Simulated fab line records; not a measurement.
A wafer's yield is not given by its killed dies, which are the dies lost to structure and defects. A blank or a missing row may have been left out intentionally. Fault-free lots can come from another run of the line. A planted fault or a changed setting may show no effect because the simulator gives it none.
A single fault, viewed from 3 desks || flow nand-harc || what lay behind the numbers comes last; until then each desk has only its own

AT THE METROLOGY DESK
What the gauges read, lot by lot, whatever tool the lot ran on: means of the sampled wafers that have a number. Any lot whose mean is over 4 standard deviations away from the usual mean is out of limits and marked OUT; that distance is given in the brackets.
Columns: A = cd-nm at NHARC_P_M0_CD_MEAS_09, usual 90.1 nm; B = cd-nm at NHARC_P_M0_CD_MEAS_16, usual 89.8 nm
{"lot": "L878", "first seen here": "day 6 05:41", "A": 89.8, "B": 89.5}
{"lot": "L879", "first seen here": "day 6 18:11", "A": 89.8, "B": 89.9}
{"lot": "L881", "first seen here": "day 7 07:44", "A": 90.5, "B": 90.2}
{"lot": "L882", "first seen here": "day 7 21:49", "A": 90.4, "B": 90.7}
{"lot": "L883", "first seen here": "day 8 02:37", "A": "100.7 (+16) OUT", "B": "100.6 (+12) OUT"}
{"lot": "L891", "first seen here": "day 12 07:16", "A": "98.8 (+13) OUT", "B": "97.6 (+9.0) OUT"}
{"lot": "L893", "first seen here": "day 12 15:57", "A": 90.7, "B": 90.1}
{"lot": "L894", "first seen here": "day 12 21:15", "A": 90.7, "B": 90.1}
{"lot": "L896", "first seen here": "day 13 14:49", "A": 89.6, "B": 89.5}
{"lot": "L897", "first seen here": "day 14 00:35", "A": 90.2, "B": 90.3}
{"lot": "L898", "first seen here": "day 14 12:52", "A": 89.5, "B": 89.9}
This desk's finding: out of limits on L883, L891; first on L883, day 8 02:37 (cd-nm at NHARC_P_M0_CD_MEAS_09). L878, L879, L881, L882, L893, L894, L896, L897, L898: within limits.

THE TOOL OWNER'S DESK: arfi-scanner-03
The tool's own readings at NHARC_P_M0_EXPOSE_06 (exposes mask P M0, target cd 90 nm): means of the sampled wafers that have a number, for each lot that ran on this tool. Any lot whose mean is over 4 standard deviations away from the usual mean is out of limits and marked OUT; that distance is given in the brackets.
Columns: A = exposure-dose-mJ-cm2 at NHARC_P_M0_EXPOSE_06, usual 81.19
{"lot": "L878", "first seen here": "day 6 05:33", "A": 81.21}
{"lot": "L879", "first seen here": "day 6 18:02", "A": 81.17}
{"lot": "L881", "first seen here": "day 7 07:36", "A": 81.26}
{"lot": "L882", "first seen here": "day 7 21:41", "A": 81.30}
{"lot": "L883", "first seen here": "day 8 02:28", "A": "96.51 (+99 or more) OUT"}
{"lot": "L891", "first seen here": "day 12 07:08", "A": "93.45 (+99 or more) OUT"}
This desk's finding: out of limits on L883, L891; first on L883, day 8 02:28 (exposure-dose-mJ-cm2 at NHARC_P_M0_EXPOSE_06). L878, L879, L881, L882: within limits.

THE DEFECT DESK
Inspection counts along the route, by lot: the mean over sampled wafers that carry a number. Any lot whose mean is over 4 standard deviations away from the usual mean is out of limits and marked OUT; that distance is given in the brackets.
Columns: A = raw-defect-count at NHARC_P_M0_INSPECT_11, usual 4.0
{"lot": "L878", "first seen here": "day 6 05:49", "A": 6.7}
{"lot": "L879", "first seen here": "day 6 18:18", "A": 3.0}
{"lot": "L881", "first seen here": "day 7 07:52", "A": 3.7}
{"lot": "L882", "first seen here": "day 7 21:56", "A": 5.3}
{"lot": "L883", "first seen here": "day 8 09:18", "A": 3.7}
{"lot": "L891", "first seen here": "day 12 11:32", "A": 2.0}
{"lot": "L893", "first seen here": "day 12 16:04", "A": 3.0}
{"lot": "L894", "first seen here": "day 12 21:23", "A": 5.7}
{"lot": "L896", "first seen here": "day 13 14:57", "A": 5.3}
{"lot": "L897", "first seen here": "day 14 00:43", "A": 4.0}
{"lot": "L898", "first seen here": "day 14 12:59", "A": 4.0}
Finding of this desk: none of the 11 lots has anything out of limits.

BROUGHT TOGETHER
At day 8 02:28, on L883, L891, the tool owner's desk was in a position to raise an alarm.
Metrology desk: alarm possible at day 8 02:37 on L883, L891.
Nothing the defect desk looked at was out of limits.
The defect desk has L883, L891 on record, within its limits.
Of the lots named, all ran NHARC_P_M0_EXPOSE_06 on arfi-scanner-03.

WHAT THE SIMULATOR HAD INSERTED
Process parameters drifting: arfi-scanner-03 at NHARC_P_M0_EXPOSE_06, beginning at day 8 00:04. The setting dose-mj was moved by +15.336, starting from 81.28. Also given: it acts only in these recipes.
Lots struck among those shown: L883, L891.
Time in hours from fault onset to the first out-of-limits reading at each desk: tool owner's desk 2, metrology desk 3.
